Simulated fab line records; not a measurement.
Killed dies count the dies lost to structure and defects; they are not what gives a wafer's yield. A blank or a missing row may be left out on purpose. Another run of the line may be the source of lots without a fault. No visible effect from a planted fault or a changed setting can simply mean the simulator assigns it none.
fab line records	flow nandHarc
record: lots: 12	wafers: 36	lastDay: 33
route steps=1302 shown A_CHANNEL_HOLE_D1@489 A_CHANNEL_FILL_D1@509 A_DECK1_JOINT@530 END@1302
lots that met no fault: from a run of the same line without faults
startH: hours from the record's first day to the start of the lot's first wafer shown	waitH: time in hours since the lot's previous step	" as in the row above	L1.1+2: several wafers, shown together as one row	- no value, or no start was given	* or withheld: withheld	< > ~ a bound
route shown NAME@n: NAME is a module with steps in the file, n the number in the route of the first one	usual: average and standard deviation across the fault-free wafers	same: alike in all rows	chamber/n: place in a boat	sites: per-site readings	_std_site: standard deviation across them	_edge_site: inner sites' mean taken away from outer sites' mean	radiusMm: for every site, how far away it sits from the centre of the wafer	mask NAME#n: copy n	behind: the last tool/chamber to shape the wafer	hold: why the lot was held/for how many hours/how that ended	device: names the non-switching transistor (n, p or np)	end of line: the route-end tests of the same wafers	step lacking rows: just its recipe	killed: the dies lost at the first sort to structure and to defects; this is not the yield of the wafer	map: per-die view of a wafer (x killed, . not killed, _ where there is no die)
set.NAME: the setting as run; set.NAME@STEP: as run at that earlier step	model.NAME: the simulator's own value behind a step, which no gauge read
a sample of lots followed through the steps of the route, with each step as a table and each wafer as a row
services: a tool's chamber out of use, with start hour (startH, from the record's first day; less than 0 if before it), hours out, and reason
== steps ==
step: NHARC_A_CHANNEL_HOLE_D1_INSPECT_40
usual: rawDefectCount: 68/27
lot.wafer	tool	chamber	startH	waitH	rawDefectCount
L818.1	defectInspect-01	-	180.30	-	36
L818.3	"	-	"	"	40
L818.5	"	-	"	"	41
L819.2	defectInspect-01	-	201.41	-	53
L819.3	"	-	"	"	40
L819.4	"	-	"	"	57
L822.1	defectInspect-02	-	225.13	-	45
L822.2	"	-	"	"	39
L822.3	"	-	"	"	28
L824.1	defectInspect-02	-	239.28	-	28
L824.4	"	-	"	"	43
L824.6	"	-	"	"	20
L823.1	defectInspect-02	-	243.44	-	54
L823.4	"	-	"	"	46
L823.6	"	-	"	"	25
L825.1	defectInspect-01	-	271.31	-	44
L825.2	"	-	"	"	37
L825.5	"	-	"	"	45
L831.3	defectInspect-01	-	331.49	-	70
L831.5	"	-	"	"	38
L831.6	"	-	"	"	52
L836.1	defectInspect-01	-	369.29	-	88
L836.3	"	-	"	"	60
L836.6	"	-	"	"	56
L837.3	defectInspect-02	-	386.05	-	90
L837.4	"	-	"	"	53
L837.5	"	-	"	"	63
L839.1	defectInspect-02	-	402.65	-	28
L839.2	"	-	"	"	52
L839.3	"	-	"	"	32
L840.3	defectInspect-01	-	406.81	-	28
L840.4	"	-	"	"	44
L840.6	"	-	"	"	44
L841.1	defectInspect-02	-	415.85	-	73
L841.4	"	-	"	"	83
L841.5	"	-	"	"	92
step: NHARC_A_CHANNEL_FILL_D1_STRIP_29
recipe: timeS: 20	o2FlowSccm: 500	arFlowSccm: 0	biasW: 0	chemistry: O2
usual: chamberPressureMTorr: 59.98/0.12	drypumpMotorCurrentA: 5.7/0.42	o2FlowSccm: 500.0/1.4	oesProductAu: 1.000/0.013	rfVppV: 57.7/0.9	showerheadPlenumPTorr: 3.48/0.12	throttleValvePct: 17.037/0.0093
lot.wafer	tool	chamber	startH	waitH	chamberPressureMTorr	drypumpMotorCurrentA	o2FlowSccm	oesProductAu	rfHoursCounterH	rfVppV	showerheadPlenumPTorr	throttleValvePct
L818.1	rieDiel-05	3	-	-	60.06	5.3	500.1	0.976	7.1	59.0	3.50	17.045
L818.3	"	0	"	"	59.92	5.5	500.6	0.983	7.8	56.9	3.38	17.031
L818.5	"	2	"	"	59.93	5.7	500.6	1.001	-	58.6	3.49	17.032
L819.3	rieDiel-05	3	-	-	59.98	5.3	500.4	0.981	0.1	57.4	3.50	17.029
L819.4	"	0	"	"	60.01	5.5	498.6	0.978	0.1	55.9	3.38	17.039
L819.2	"	2	"	"	59.99	5.7	501.6	0.998	0.1	58.8	3.49	17.036
L822.1	rieDiel-09	0	-	-	59.90	6.2	500.0	1.007	4.2	58.8	3.46	17.025
L822.2	"	1	"	"	60.00	5.8	499.7	0.997	5.8	58.4	3.66	17.040
L822.3	"	2	"	"	60.03	6.1	499.7	1.004	5.2	57.1	3.63	17.025
L824.4	rieDiel-09	1	-	-	60.05	5.8	499.7	1.001	6.4	58.2	3.66	17.044
L824.1	"	3	"	"	60.03	6.1	502.2	1.020	5.4	58.0	3.66	17.046
L824.6	"	1	"	"	60.02	5.8	498.1	0.994	-	57.0	3.66	17.025
L823.4	rieDiel-09	2	-	-	60.01	6.1	500.1	0.989	6.1	59.5	3.63	17.028
L823.1	"	0	"	"	59.93	6.2	501.4	1.002	4.6	57.5	3.46	17.041
L823.6	"	2	"	"	59.96	6.1	498.8	0.977	-	59.1	3.63	17.045
L825.2	rieDiel-05	0	-	-	60.02	5.5	501.3	0.990	4.0	57.5	3.38	17.036
L825.1	"	2	"	"	59.98	5.7	500.0	1.022	4.0	58.1	3.48	17.027
L825.5	"	3	"	"	60.02	5.3	499.7	0.992	-	58.6	3.50	17.062
L831.3	rieDiel-05	1	-	-	60.02	6.4	502.1	1.025	8.7	59.8	3.55	17.039
L831.5	"	2	"	"	59.98	5.7	500.4	1.010	-	57.8	3.48	17.029
L831.6	"	3	"	"	59.93	5.3	498.6	0.999	-	57.8	3.50	17.044
L836.1	rieDiel-09	2	415.95	0.2	60.04	6.1	501.1	0.999	4.9	57.9	3.63	17.038
L836.3	"	0	"	"	60.01	6.2	500.3	0.999	3.8	56.0	3.45	17.040
L836.6	"	2	"	"	60.03	6.1	501.9	0.997	-	56.4	3.63	17.051
L837.3	rieDiel-07	1	432.28	0.1	60.05	5.1	500.6	1.003	9.3	56.9	3.32	17.041
L837.5	"	1	"	"	59.96	5.1	499.1	0.998	-	55.8	3.32	17.035
L837.4	"	0	"	"	59.98	5.7	499.6	1.010	-	58.4	3.43	17.030
L839.1	rieDiel-07	1	-	-	59.96	5.1	501.9	1.002	9.7	55.4	3.32	17.032
L839.2	"	3	"	"	59.97	5.0	498.8	1.006	9.1	57.5	3.36	17.036
L839.3	"	0	"	"	59.93	5.7	499.1	0.997	8.4	56.8	3.43	17.033
L840.4	rieDiel-05	3	-	-	60.02	5.3	502.1	1.001	1.0	57.1	3.50	17.035
L840.3	"	0	"	"	59.92	5.5	501.1	0.989	1.6	57.7	3.37	17.050
L840.6	"	0	"	"	59.97	5.5	498.5	0.992	-	56.9	3.37	17.046
L841.1	rieDiel-05	0	-	-	59.89	5.6	501.1	0.986	2.0	58.6	3.37	17.020
L841.4	"	2	"	"	60.02	5.7	500.8	1.019	1.5	58.2	3.48	17.027
L841.5	"	0	"	"	59.94	5.5	500.6	0.986	-	56.9	3.37	17.016
step: NHARC_A_CHANNEL_FILL_D1_INSPECT_13
usual: rawDefectCount: 274/89
lot.wafer	tool	chamber	startH	waitH	rawDefectCount
L818.1	defectInspect-01	-	231.82	0.0	279
L818.3	"	-	"	"	167
L818.5	"	-	"	"	274
L819.2	defectInspect-02	-	251.63	0.0	206
L819.3	"	-	"	"	224
L819.4	"	-	"	"	261
L822.1	defectInspect-02	-	274.32	0.0	164
L822.2	"	-	"	"	364
L822.3	"	-	"	"	195
L824.1	defectInspect-02	-	287.25	0.0	147
L824.4	"	-	"	"	279
L824.6	"	-	"	"	110
L823.1	defectInspect-01	-	292.08	0.0	197
L823.4	"	-	"	"	238
L823.6	"	-	"	"	324
L825.1	defectInspect-01	-	322.73	0.0	294
L825.2	"	-	"	"	226
L825.5	"	-	"	"	252
L831.3	defectInspect-02	-	379.38	0.0	466
L831.5	"	-	"	"	167
L831.6	"	-	"	"	153
L836.1	defectInspect-02	-	422.00	0.0	208
L836.3	"	-	"	"	244
L836.6	"	-	"	"	180
L837.3	defectInspect-01	-	438.87	0.0	350
L837.4	"	-	"	"	306
L837.5	"	-	"	"	171
L839.1	defectInspect-02	-	451.65	0.0	331
L839.2	"	-	"	"	285
L839.3	"	-	"	"	267
L840.3	defectInspect-02	-	456.74	0.0	278
L840.4	"	-	"	"	189
L840.6	"	-	"	"	340
L841.1	defectInspect-02	-	463.80	0.0	152
L841.4	"	-	"	"	190
L841.5	"	-	"	"	254
step: NHARC_A_DECK1_JOINT_ETCHBACK_00
recipe: targetDepthA: 300	timeS: 17.4	hbrFlowSccm: 150	rfW: 350	icpW: 350	biasW: 60	chemistry: HBr
usual: chamberPressureMTorr: 15.000/0.012	drypumpMotorCurrentA: 5.8/0.3	oesProductAu: 0.993/0.012	runLengthS: 38.7/0.46	throttleValvePct: 23.268/0.01
lot.wafer	tool	chamber	startH	waitH	chamberPressureMTorr	drypumpMotorCurrentA	oesProductAu	rfHoursCounterH	runLengthS	throttleValvePct
L818.3	rieSi-05	3	242.58	0.1	15.002	5.6	0.997	0.7	38.7	23.259
L818.1	"	1	"	"	14.999	6.0	0.994	0.7	37.9	23.278
L818.5	"	3	"	"	15.009	5.6	1.001	-	38.5	23.256
L819.2	rieSi-03	2	262.40	0.1	15.019	5.4	0.982	0.2	38.5	23.257
L819.4	"	0	"	"	15.011	5.6	1.000	0.2	38.9	23.277
L819.3	"	1	"	"	15.005	5.7	1.000	0.2	38.0	23.276
L822.3	rieSi-05	1	285.09	0.1	14.986	5.9	1.012	1.0	38.0	23.275
L822.2	"	2	"	"	15.023	6.2	0.989	1.1	38.9	23.270
L822.1	"	3	"	"	14.984	5.6	0.993	1.0	38.5	23.269
L824.1	rieSi-03	3	298.03	0.1	14.989	5.8	0.989	0.4	38.7	23.282
L824.4	"	0	"	"	14.957	5.6	1.014	0.4	38.7	23.263
L824.6	"	2	"	"	15.011	5.4	0.992	-	38.8	23.268
L823.1	rieSi-04	1	302.69	0.1	15.000	6.3	0.982	0.8	38.4	23.270
L823.4	"	2	"	"	15.000	6.0	1.009	0.8	39.7	23.267
L823.6	"	0	"	"	15.012	5.5	0.986	-	39.2	23.246
L825.1	rieSi-04	2	333.49	0.1	14.995	6.0	1.006	1.0	39.3	23.270
L825.2	"	3	"	"	15.011	6.3	0.999	1.1	37.9	23.276
L825.5	"	0	"	"	14.986	5.5	1.003	-	39.3	23.253
L831.3	rieSi-04	0	390.13	0.1	15.004	5.5	1.005	0.2	44.0	23.287
L831.6	"	1	"	"	15.004	6.3	1.016	-	38.2	23.269
L831.5	"	2	"	"	15.007	6.0	0.989	-	39.8	23.275
L836.3	rieSi-03	0	435.53	0.1	15.005	5.6	0.979	0.1	39.0	23.250
L836.1	"	1	"	"	14.987	5.7	0.997	0.1	38.5	23.264
L836.6	"	3	"	"	14.986	5.8	1.012	-	39.1	23.273
L837.4	rieSi-03	3	449.51	0.1	14.980	5.8	1.012	0.2	39.0	23.254
L837.3	"	0	"	"	14.984	5.6	0.985	0.2	38.8	23.251
L837.5	"	1	"	"	15.010	5.7	1.001	-	38.4	23.261
L839.2	rieSi-05	1	462.39	0.1	15.026	6.0	1.012	1.0	37.8	23.256
L839.1	"	2	"	"	14.994	6.2	0.977	1.0	38.6	23.282
L839.3	"	0	"	"	15.000	5.7	0.999	1.0	39.2	23.256
L840.3	rieSi-04	2	467.55	0.1	15.008	6.0	0.964	0.7	39.4	23.292
L840.4	"	3	"	"	15.011	6.3	0.994	0.8	37.8	23.269
L840.6	"	2	"	"	15.004	6.0	0.978	-	39.5	23.254
L841.4	rieSi-05	2	475.76	0.1	15.010	6.2	0.969	1.1	38.9	23.279
L841.1	"	3	"	"	15.001	5.6	0.992	1.1	38.6	23.267
L841.5	"	2	"	"	14.998	6.2	0.972	-	39.0	23.277
step: NHARC_END_SORT_01
recipe: tempC: 25
usual: killedAtArray: 56/20	killedAtOther: 0.9/1.1	killedAtPeriphery: 3.7/3	killedDies: 61/21	killedOpen: 2.9/1.6	killedShort: 2.6/1.4
same: grossDies: 677
lot.wafer	tool	chamber	startH	waitH	killedAtArray	killedAtOther	killedAtPeriphery	killedDies	killedOpen	killedShort
L825.1	prober-02	0	640.07	2.5	64	0	4	68	6	2
L825.2	prober-02	0	640.88	2.8	77	0	1	78	3	3
L825.5	prober-02	0	643.30	3.7	83	0	1	84	2	2
killed by level:class
L825.1 A_SLIT:chamberFilmFlake=31 A_CHANNEL_HOLE_D2:chamberFilmFlake=18 A_CHANNEL_HOLE_D1:chamberFilmFlake=4 A_CONTACT:chamberFilmFlake=3 A_M0:geometricParticle:open=2 P_ZERO_WELL:chamberFilmFlake=2 P_M0:geometricParticle:open=1 A_ONON_D1:geometricParticle:open=1
L825.2 A_CHANNEL_HOLE_D2:chamberFilmFlake=33 A_SLIT:chamberFilmFlake=29 A_M0:geometricParticle:open=3 A_CHANNEL_FILL_D1:geometricParticle:short=2 A_CHANNEL_HOLE_D1:chamberFilmFlake=2 A_CHANNEL_FILL_D2:chamberFilmFlake=2 A_WL_FILL:chamberFilmFlake=2 A_CHANNEL_HOLE_D1:geometricParticle:short=1
L825.5 A_SLIT:chamberFilmFlake=33 A_CHANNEL_HOLE_D2:chamberFilmFlake=29 A_CHANNEL_HOLE_D1:chamberFilmFlake=9 A_CONTACT:chamberFilmFlake=4 A_WL_FILL:chamberFilmFlake=2 P_GATE:geometricParticle:open=1 A_CHANNEL_FILL_D2:geometricParticle:open=1 A_CHANNEL_FILL_D2:geometricParticle:short=1
== services ==
tool	chamber	startH	hours	kind
rieSi-03	-	221.00	9.0	pm
rieDiel-05	-	229.96	9.0	pm
rieDiel-07	2	251.99	1.2	repair
rieDiel-07	2	259.90	5.3	repair
rieSi-05	0	264.95	14.1	repair
rieDiel-07	3	288.87	4.6	repair
rieDiel-07	-	294.20	9.0	pm
rieSi-04	-	297.68	0.2	repair
rieSi-05	-	305.00	9.0	pm
rieDiel-05	0	317.44	1.7	repair
rieDiel-09	-	320.15	9.0	pm
rieDiel-09	2	333.88	3.6	repair
rieSi-04	2	335.17	4.7	repair
rieSi-04	-	342.00	9.0	pm
rieDiel-07	3	373.37	12.9	repair
rieSi-04	3	386.70	4.4	repair
rieSi-03	-	398.00	9.0	pm
rieSi-04	-	406.55	0.9	repair
rieDiel-05	-	406.96	9.0	pm
rieDiel-09	3	409.04	43.8	repair
rieDiel-05	2	425.71	2.6	repair
rieDiel-05	2	432.61	3.4	repair
rieDiel-09	0	460.73	4.1	repair
rieDiel-05	3	462.43	7.1	repair
== key ==
firstSign: step: NHARC_A_DECK1_JOINT_ETCHBACK_00	reading: runLengthS	direction: up	sigmas: 12	usual: *	struck: *
effect none on later readings
metAt NHARC_A_DECK1_JOINT_ETCHBACK_00
struckLots L831
struckWafers L831.3
testerLeftOut L831
notActingAt NHARC_A_CHANNEL_HOLE_D1_INSPECT_40,NHARC_A_CHANNEL_FILL_D1_STRIP_29,NHARC_A_CHANNEL_FILL_D1_INSPECT_13
onsetBetween 333.49 390.13
fault: kind: processParameterDrift	tool: rieSi-04	chamber: 0	onsetH: 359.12	steps: NHARC_A_DECK1_JOINT_ETCHBACK_00	channel: timeS	offset: *	shape: step	endH: 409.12	actsIn: *	stated: *
testerLeftOut: of these lots the tester's yield and bins aren't shown, on N5 and GAA mostly nor the transistor test; their killed dies are dies lost to structure and defects alone, not to doping, threshold or leakage, so they don't give the yield
